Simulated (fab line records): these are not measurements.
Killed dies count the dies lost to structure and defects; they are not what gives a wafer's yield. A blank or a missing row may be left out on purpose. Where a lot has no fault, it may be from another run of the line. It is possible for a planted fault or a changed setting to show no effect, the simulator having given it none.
Chamber matching -- flow n5_finfet -- 3 sister chambers for N5_PMOS_HMC_CHANNEL_EPI_HM_DEP_34 on pecvd-01
The step deposits SiO2 from TEOS/O2, target thk 36 nm, time 6.9 s. 6 wafers are shown with their chamber, then 8 later ones without.

== WAFERS, EACH WITH ITS CHAMBER ==
wafer,chamber,throttle_valve_pct (%),showerhead_plenum_p_Torr (Torr)
L078.4,2,17.4,8.31
L081.1,1,18.7,8.41
L083.2,0,18.8,8.33
L083.5,0,18.7,8.33
L083.6,1,18.9,8.42
L088.2,2,17.5,8.32

== WAFERS WITHOUT THEIR CHAMBER ==
wafer,throttle_valve_pct (%),showerhead_plenum_p_Torr (Torr)
L088.3,18.7,8.32
L088.5,17.6,8.29
L091.3,17.5,8.28
L091.4,18.7,8.36
L091.6,19.1,8.41
L097.1,18.7,8.33
L097.3,18.7,8.40
L097.6,18.9,8.32

== EACH ONE'S CHAMBER ==
wafer,from the rows above,in truth
L088.3,0,0
L088.5,2,2
L091.3,2,2
L091.4,0,0
L091.6,1,1
L097.1,0,0
L097.3,1,1
L097.6,0,0
Correct placement for 8 of the 8. Can't be placed from these rows: 0. Wrongly placed: 0.
How it was worked out, from the rows above alone: a wafer's distance from a chamber is the root of the sum, over the readings, of the square of ((its reading less the chamber's mean) divided by the reading's scatter). If the next closest chamber is less than 2 further off than the closest, the wafer can't be placed; otherwise it belongs to the closest. Each chamber's mean is taken over the wafers shown for it. The scatter: the root of (the sum of the squares of (reading less its chamber's mean) over the shown wafers, divided by (wafers less chambers)).
